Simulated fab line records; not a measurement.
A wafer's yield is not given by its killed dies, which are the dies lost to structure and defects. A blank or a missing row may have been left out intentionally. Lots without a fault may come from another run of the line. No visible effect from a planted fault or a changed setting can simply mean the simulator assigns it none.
Which of the tools did it?    flow n5Finfet    72 wafers from 24 lots sampled at 6 of the route's 1938 steps

## WHAT THE GAUGES SHOWED, per wafer
N5_BEOL_M7_OVL_MEAS_12. Usual: M7_OVL 0.1 nm, standard deviation 0.71.
lot   measured      on          M7_OVL (nm)     flag
L074  day 8 13:27   overlay-02  -0.1 0.6 0.6    
L075  day 8 22:17   overlay-01  -1.7 0.2 -0.3   
L077  day 9 12:15   overlay-02  -0.5 1.2 0.0    
L076  day 9 15:56   overlay-02  0.0 0.2 -0.3    
L079  day 9 20:10   overlay-02  0.6 0.1 0.5     
L078  day 10 04:55  overlay-01  -0.5 -0.3 0.6   
L080  day 10 17:20  overlay-02  -1.2 -0.9 -0.7  
L081  day 10 21:20  overlay-01  0.5 0.3 -0.3    
L083  day 10 21:02  overlay-02  0.5 -0.6 0.5    
L082  day 11 01:31  overlay-01  0.1 -0.7 0.7    
L084  day 11 15:16  overlay-01  0.1 1.3 0.5     
L085  day 11 20:26  overlay-02  1.1 0.0 1.7     
L086  day 12 06:24  overlay-01  -0.1 -0.3 -0.3  
L087  day 12 17:20  overlay-01  1.0 0.2 1.7     
L089  day 12 17:35  overlay-02  -0.7 -0.6 -0.2  
L088  day 13 00:31  overlay-01  0.8 -0.2 0.0    
L090  day 13 12:40  overlay-02  0.2 -0.6 0.1    
L091  day 13 21:17  overlay-01  0.3 0.5 -0.4    
L094  day 14 06:01  overlay-02  -0.6 -0.6 -0.4  
L093  day 14 04:23  overlay-01  -0.9 -0.4 -0.1  
L095  day 14 11:52  overlay-01  -0.5 0.3 1.5    
L092  day 14 20:38  overlay-01  -0.3 0.4 -0.2   
L096  day 15 00:00  overlay-02  0.2 -0.4 -0.7   
L097  day 15 19:22  overlay-01  -0.8 -0.2 -1.0  

N5_BEOL_M7_THK_MEAS_53: measures by xrf. Usual: M7_THK 80.9 nm, standard deviation 1.9.
lot   measured      on            M7_THK (nm)     flag
L074  day 8 22:38   filmMetro-01  81.8 80.7 82.4  
L075  day 9 05:31   filmMetro-01  79.3 77.7 81.2  
L077  day 9 17:32   filmMetro-02  81.0 78.5 78.5  
L076  day 9 21:01   filmMetro-02  79.0 78.5 82.3  
L079  day 10 02:20  filmMetro-01  78.3 80.2 77.2  
L078  day 10 11:19  filmMetro-01  80.3 80.2 79.5  
L080  day 10 22:13  filmMetro-01  82.6 81.1 81.4  
L081  day 11 02:51  filmMetro-02  81.7 81.4 81.1  
L083  day 11 01:15  filmMetro-02  82.7 77.2 82.5  
L082  day 11 07:49  filmMetro-01  81.1 76.4 80.9  
L084  day 11 21:43  filmMetro-01  77.0 79.8 81.4  
L085  day 12 02:17  filmMetro-02  82.2 80.7 79.8  
L086  day 12 14:58  filmMetro-01  81.7 79.8 82.0  
L087  day 12 21:37  filmMetro-01  80.4 81.8 81.9  
L089  day 12 21:53  filmMetro-01  81.5 81.6 80.4  
L088  day 13 06:19  filmMetro-01  80.7 78.9 81.9  
L090  day 13 20:56  filmMetro-01  80.1 82.6 79.7  
L091  day 14 01:16  filmMetro-01  81.2 81.5 81.3  
L094  day 14 11:26  filmMetro-02  84.0 82.1 81.7  
L093  day 14 10:11  filmMetro-01  82.2 83.1 82.3  
L095  day 14 18:19  filmMetro-02  84.5 80.7 81.7  
L092  day 15 01:32  filmMetro-01  79.6 78.0 81.3  
L096  day 15 09:59  filmMetro-02  82.3 81.9 81.7  
L097  day 16 01:55  filmMetro-02  82.1 83.7 83.5  

## TOOL THAT RAN EACH LOT (tool first, then ch and the chambers of the sampled wafers, then the start)
lot   N5_BEOL_M6_DESCUM_16               N5_BEOL_M6_STRIP_19                N5_BEOL_M6_DESCUM_33               N5_BEOL_M7_ANNEAL_51
L074  rieDiel-01 ch 1,2,3, day 8 06:04   rieDiel-05 ch 1,2,3, day 8 06:27   rieDiel-01 ch 0,1,2, day 8 08:16   rtpAnneal-01 ch 0, day 8 22:02
L075  rieDiel-01 ch 1,3, day 8 13:47     rieDiel-01 ch 0,1,3, day 8 14:23   rieDiel-02 ch 1,2, day 8 17:39     rtpAnneal-01 ch 0, day 9 04:55
L077  rieDiel-02 ch 2,3, day 9 05:27     rieDiel-02 ch 0,2,3, day 9 05:52   rieDiel-02 ch 1,2,3, day 9 06:35   rtpAnneal-02 ch 0, day 9 17:05
L076  rieDiel-01 ch 1,2,3, day 9 08:24   rieDiel-01 ch 1,3, day 9 08:47     rieDiel-05 ch 0,3, day 9 10:20     rtpAnneal-02 ch 0, day 9 20:31
L079  rieDiel-05 ch 0,1,3, day 9 13:07   rieDiel-02 ch 0,1,2, day 9 13:29   rieDiel-01 ch 1,2,3, day 9 14:48   rtpAnneal-01 ch 0, day 10 01:44
L078  rieDiel-05 ch 0,2,3, day 9 20:54   rieDiel-01 ch 0,3, day 9 21:25     rieDiel-02 ch 0,1,3, day 9 22:56   rtpAnneal-01 ch 0, day 10 10:43
L080  rieDiel-05 ch 0,1, day 10 11:28    rieDiel-02 ch 0,1,2, day 10 11:52  rieDiel-01 ch 0,2, day 10 12:22    rtpAnneal-02 ch 0, day 10 21:40
L081  rieDiel-02 ch 1,3, day 10 13:40    rieDiel-05 ch 0,1,3, day 10 14:11  rieDiel-05 ch 0,1,2, day 10 16:11  rtpAnneal-01 ch 0, day 11 02:18
L083  rieDiel-02 ch 0,1,3, day 10 14:21  rieDiel-01 ch 0,1,3, day 10 14:50  rieDiel-02 ch 0,2,3, day 10 16:10  rtpAnneal-01 ch 0, day 11 00:38
L082  rieDiel-05 ch 0,2, day 10 18:53    rieDiel-01 ch 1,2, day 10 19:17    rieDiel-01 ch 0,1,2, day 10 19:54  rtpAnneal-02 ch 0, day 11 07:13
L084  rieDiel-01 ch 0,1,3, day 11 06:08  rieDiel-01 ch 1,3, day 11 06:31    rieDiel-02 ch 0,1,3, day 11 07:16  rtpAnneal-01 ch 0, day 11 21:07
L085  rieDiel-05 ch 0,2,3, day 11 13:37  rieDiel-02 ch 1,2,3, day 11 14:04  rieDiel-01 ch 1,2,3, day 11 14:34  rtpAnneal-02 ch 0, day 12 01:41
L086  rieDiel-05 ch 2,3, day 11 19:43    rieDiel-05 ch 0,1,2, day 11 20:06  rieDiel-01 ch 1,2,3, day 11 23:43  rtpAnneal-02 ch 0, day 12 14:28
L087  rieDiel-01 ch 0,1,3, day 12 07:46  rieDiel-01 ch 0,2,3, day 12 08:09  rieDiel-01 ch 1,2,3, day 12 10:22  rtpAnneal-02 ch 0, day 12 21:04
L089  rieDiel-02 ch 0,1, day 12 10:31    rieDiel-01 ch 0,1,3, day 12 10:55  rieDiel-01 ch 0,1,2, day 12 12:38  rtpAnneal-02 ch 0, day 12 21:20
L088  rieDiel-05 ch 0,1,3, day 12 16:01  rieDiel-05 ch 1,3, day 12 16:53    rieDiel-02 ch 0,1,3, day 12 17:52  rtpAnneal-02 ch 0, day 13 05:48
L090  rieDiel-05 ch 0,2,3, day 13 04:35  rieDiel-02 ch 0,1,3, day 13 05:02  rieDiel-02 ch 0,1,3, day 13 06:13  rtpAnneal-02 ch 0, day 13 20:20
L091  rieDiel-01 ch 1,2,3, day 13 13:53  rieDiel-01 ch 0,3, day 13 14:17    rieDiel-02 ch 0,2,3, day 13 17:27  rtpAnneal-02 ch 0, day 14 00:40
L094  rieDiel-05 ch 1,2, day 13 17:29    rieDiel-01 ch 0,2,3, day 13 17:52  rieDiel-01 ch 0,2,3, day 13 23:16  rtpAnneal-02 ch 0, day 14 10:40
L093  rieDiel-05 ch 0,2,3, day 13 20:54  rieDiel-02 ch 0,1,3, day 13 21:17  rieDiel-05 ch 0,2,3, day 13 23:01  rtpAnneal-02 ch 0, day 14 09:38
L095  rieDiel-01 ch 0,2, day 14 03:45    rieDiel-05 ch 1,2,3, day 14 04:08  rieDiel-01 ch 1,2,3, day 14 05:31  rtpAnneal-02 ch 0, day 14 17:43
L092  rieDiel-01 ch 0,1,3, day 14 10:57  rieDiel-05 ch 0,1,3, day 14 11:22  rieDiel-02 ch 0,1,2, day 14 13:44  rtpAnneal-01 ch 0, day 15 00:56
L096  rieDiel-01 ch 1,2,3, day 14 17:59  rieDiel-02 ch 0,1,2, day 14 18:28  rieDiel-02 ch 0,3, day 14 19:30    rtpAnneal-02 ch 0, day 15 09:22
L097  rieDiel-05 ch 0,3, day 15 09:32    rieDiel-02 ch 0,3, day 15 10:03    rieDiel-02 ch 1,2, day 15 12:01    rtpAnneal-02 ch 0, day 16 01:22
- N5_BEOL_M6_DESCUM_16: chemistry O2, time 7.9 s.
- N5_BEOL_M6_STRIP_19: strips in O2.
- N5_BEOL_M6_DESCUM_33: chemistry O2, time 7 s.
- N5_BEOL_M7_ANNEAL_51: time 90 s.

## AS READ BY THE TOOLS THEMSELVES (means over the sampled wafers that have a number; for cases with no such wafer, the mark the record gives instead)
N5_BEOL_M6_DESCUM_16. Usual: drypumpMotorCurrentA 5.5 A, standard deviation 0.38; o2FlowSccm 224.9 sccm, standard deviation 0.75; oesProductAu 0.81 a.u., standard deviation 0.069; rfVppV 243.6 V, standard deviation 1.4; showerheadPlenumPTorr 2.13 Torr, standard deviation 0.072; throttleValvePct 20.43 %, standard deviation 0.26.
lot   tool        drypumpMotorCurrentA (A)  o2FlowSccm (sccm)  oesProductAu (a.u.)  rfVppV (V)  showerheadPlenumPTorr (Torr)  throttleValvePct (%)  flag
L074  rieDiel-01  5.5                       225.0              0.82                 243.8       2.14                          20.43                 
L075  rieDiel-01  5.7                       224.0              0.81                 243.8       2.15                          20.71                 
L077  rieDiel-02  5.6                       224.2              0.78                 243.5       2.14                          20.45                 
L076  rieDiel-01  5.5                       224.8              0.81                 244.2       2.14                          20.44                 
L079  rieDiel-05  5.4                       225.1              0.81                 243.8       2.12                          20.44                 
L078  rieDiel-05  5.2                       225.0              0.90                 243.3       2.10                          20.38                 
L080  rieDiel-05  5.5                       225.0              0.81                 243.1       2.09                          20.40                 
L081  rieDiel-02  5.0                       225.6              0.77                 243.4       2.18                          20.57                 
L083  rieDiel-02  5.0                       225.1              0.76                 244.1       2.14                          20.50                 
L082  rieDiel-05  5.3                       225.5              0.88                 242.0       2.06                          20.36                 
L084  rieDiel-01  5.8                       224.4              0.86                 244.7       2.17                          20.52                 
L085  rieDiel-05  5.2                       224.5              0.87                 241.7       2.10                          20.41                 
L086  rieDiel-05  5.2                       224.8              0.90                 244.0       2.13                          20.29                 
L087  rieDiel-01  5.8                       225.4              0.83                 244.6       2.17                          20.53                 
L089  rieDiel-02  4.9                       224.7              0.76                 243.7       2.17                          20.52                 
L088  rieDiel-05  5.4                       225.6              0.79                 244.0       2.11                          20.48                 
L090  rieDiel-05  5.2                       224.8              0.84                 242.3       2.09                          20.44                 
L091  rieDiel-01  5.5                       225.3              0.76                 243.2       2.13                          20.50                 
L094  rieDiel-05  5.3                       224.8              0.85                 244.5       2.16                          20.19                 
L093  rieDiel-05  5.2                       225.7              0.84                 243.4       2.09                          20.44                 
L095  rieDiel-01  5.7                       225.2              0.86                 244.1       2.16                          20.09                 
L092  rieDiel-01  5.8                       224.5              0.82                 244.5       2.16                          20.55                 
L096  rieDiel-01  5.5                       225.4              0.76                 242.8       2.12                          20.52                 
L097  rieDiel-05  5.2                       225.1              0.80                 243.2       2.08                          20.63                 

N5_BEOL_M6_STRIP_19. Usual: drypumpMotorCurrentA 5.5 A, standard deviation 0.43; o2FlowSccm 225.0 sccm, standard deviation 0.64; oesProductAu 0.80 a.u., standard deviation 0.072; rfVppV 3.7 V, standard deviation 0.66; showerheadPlenumPTorr 2.14 Torr, standard deviation 0.064; throttleValvePct 16.66 %, standard deviation 0.24.
lot   tool        drypumpMotorCurrentA (A)  o2FlowSccm (sccm)  oesProductAu (a.u.)  rfVppV (V)  showerheadPlenumPTorr (Torr)  throttleValvePct (%)  flag
L074  rieDiel-05  5.3                       224.9              0.77                 3.4         2.17                          16.68                 
L075  rieDiel-01  5.8                       225.6              0.78                 4.0         2.10                          16.90                 
L077  rieDiel-02  5.5                       225.4              0.78                 3.4         2.13                          16.62                 
L076  rieDiel-01  5.7                       224.9              0.80                 3.6         2.15                          16.94                 
L079  rieDiel-02  5.4                       225.4              0.80                 3.2         2.17                          16.60                 
L078  rieDiel-01  5.8                       224.5              0.85                 3.7         2.15                          16.78                 
L080  rieDiel-02  5.4                       224.7              0.79                 4.1         2.17                          16.61                 
L081  rieDiel-05  5.4                       225.0              0.80                 3.8         2.12                          16.68                 
L083  rieDiel-01  5.8                       225.2              0.86                 3.9         2.18                          16.74                 
L082  rieDiel-01  5.5                       224.2              0.83                 3.4         2.18                          16.66                 
L084  rieDiel-01  5.7                       224.7              0.82                 3.9         2.18                          16.92                 
L085  rieDiel-02  5.5                       225.0              0.77                 3.1         2.17                          16.69                 
L086  rieDiel-05  5.4                       225.0              0.84                 3.5         2.13                          16.54                 
L087  rieDiel-01  5.6                       225.1              0.82                 3.7         2.13                          16.57                 
L089  rieDiel-01  5.8                       224.9              0.83                 4.2         2.17                          16.77                 
L088  rieDiel-05  5.3                       225.2              0.78                 3.5         2.15                          16.76                 
L090  rieDiel-02  5.0                       224.1              0.73                 3.4         2.13                          16.77                 
L091  rieDiel-01  5.8                       225.0              0.79                 3.6         2.13                          16.84                 
L094  rieDiel-01  5.6                       224.5              0.80                 3.5         2.13                          16.59                 
L093  rieDiel-02  5.0                       224.7              0.73                 3.9         2.13                          16.78                 
L095  rieDiel-05  5.3                       224.5              0.81                 3.9         2.16                          16.61                 
L092  rieDiel-05  5.4                       225.2              0.79                 4.1         2.11                          16.73                 
L096  rieDiel-02  5.4                       225.2              0.75                 3.9         2.16                          16.68                 
L097  rieDiel-02  5.0                       225.3              0.72                 3.7         2.09                          16.77                 

N5_BEOL_M6_DESCUM_33. Usual: drypumpMotorCurrentA 5.4 A, standard deviation 0.47; o2FlowSccm 225.0 sccm, standard deviation 0.68; oesProductAu 0.79 a.u., standard deviation 0.063; rfVppV 244.0 V, standard deviation 1.3; showerheadPlenumPTorr 2.14 Torr, standard deviation 0.062; throttleValvePct 20.43 %, standard deviation 0.26.
lot   tool        drypumpMotorCurrentA (A)  o2FlowSccm (sccm)  oesProductAu (a.u.)  rfVppV (V)  showerheadPlenumPTorr (Torr)  throttleValvePct (%)  flag
L074  rieDiel-01  5.6                       225.6              0.80                 244.0       2.09                          20.39                 
L075  rieDiel-02  5.9                       225.2              0.82                 244.5       2.20                          20.32                 
L077  rieDiel-02  5.5                       224.9              0.79                 244.9       2.17                          20.44                 
L076  rieDiel-05  5.2                       223.8              0.84                 243.1       2.09                          20.57                 
L079  rieDiel-01  5.5                       225.4              0.81                 243.8       2.14                          20.45                 
L078  rieDiel-02  5.0                       224.6              0.76                 243.1       2.14                          20.50                 
L080  rieDiel-01  5.8                       224.4              0.92                 244.5       2.17                          20.06                 
L081  rieDiel-05  5.4                       225.2              0.86                 242.5       2.13                          20.27                 
L083  rieDiel-02  5.5                       225.2              0.77                 243.0       2.13                          20.40                 
L082  rieDiel-01  5.7                       225.2              0.87                 245.5       2.17                          20.23                 
L084  rieDiel-02  5.0                       225.3              0.75                 244.6       2.14                          20.53                 
L085  rieDiel-01  5.5                       225.0              0.78                 244.3       2.13                          20.48                 
L086  rieDiel-01  5.5                       224.7              0.78                 243.8       2.13                          20.49                 
L087  rieDiel-01  5.5                       225.6              0.78                 244.0       2.13                          20.49                 
L089  rieDiel-01  5.6                       225.0              0.84                 244.8       2.17                          20.26                 
L088  rieDiel-02  5.0                       224.6              0.74                 243.7       2.13                          20.53                 
L090  rieDiel-02  5.0                       224.8              0.74                 243.7       2.13                          20.55                 
L091  rieDiel-02  5.5                       226.1              0.76                 243.7       2.12                          20.45                 
L094  rieDiel-01  5.6                       225.7              0.80                 244.4       2.12                          20.32                 
L093  rieDiel-05  5.2                       225.0              0.84                 243.4       2.09                          20.44                 
L095  rieDiel-01  5.5                       225.1              0.77                 243.8       2.12                          20.51                 
L092  rieDiel-02  5.4                       225.1              0.77                 244.0       2.15                          20.44                 
L096  rieDiel-02  5.1                       224.8              0.72                 243.6       2.09                          20.56                 
L097  rieDiel-02  5.4                       224.5              0.75                 243.7       2.19                          20.51                 

N5_BEOL_M7_ANNEAL_51. Usual: annealTempCMax 226.4, standard deviation 0.35; wafer_temp_C_max 226.4, standard deviation 0.5.
lot   tool          annealTempCMax  wafer_temp_C_max  flag
L074  rtpAnneal-01  226.0           225.9             
L075  rtpAnneal-01  226.1           225.7             
L077  rtpAnneal-02  226.8           226.6             
L076  rtpAnneal-02  226.7           226.5             
L079  rtpAnneal-01  226.0           226.0             
L078  rtpAnneal-01  226.2           225.9             
L080  rtpAnneal-02  226.6           226.6             
L081  rtpAnneal-01  226.1           225.8             
L083  rtpAnneal-01  226.0           226.1             
L082  rtpAnneal-02  226.6           226.6             
L084  rtpAnneal-01  225.9           225.8             
L085  rtpAnneal-02  226.6           226.9             
L086  rtpAnneal-02  226.3           226.5             
L087  rtpAnneal-02  226.7           226.8             
L089  rtpAnneal-02  226.4           226.8             
L088  rtpAnneal-02  226.7           226.4             
L090  rtpAnneal-02  226.5           227.0             
L091  rtpAnneal-02  226.3           226.5             
L094  rtpAnneal-02  226.7           226.5             
L093  rtpAnneal-02  226.5           227.1             
L095  rtpAnneal-02  226.7           226.6             
L092  rtpAnneal-01  226.1           225.5             
L096  rtpAnneal-02  226.6           226.3             
L097  rtpAnneal-02  226.7           227.0             

## THE ANSWER, worked out from the rows above alone
Rule: a lot is off if the mean of its wafers that have a number lies more than 3 standard deviations from the usual mean. A lot without any number at a reading at which 4 lots or more have one is off too. The other lots that the step has rows for count as sound. Order of review: gauges by route order, followed by the tools' own readings, for which a lot's mean as printed above is used. At the first step where some lot is off, the reading lying furthest off is the one used; lots without a number count as furthest.
None of the lots is off at any reading shown; this tells nothing.

## WHAT THE SIMULATOR HAD INSERTED
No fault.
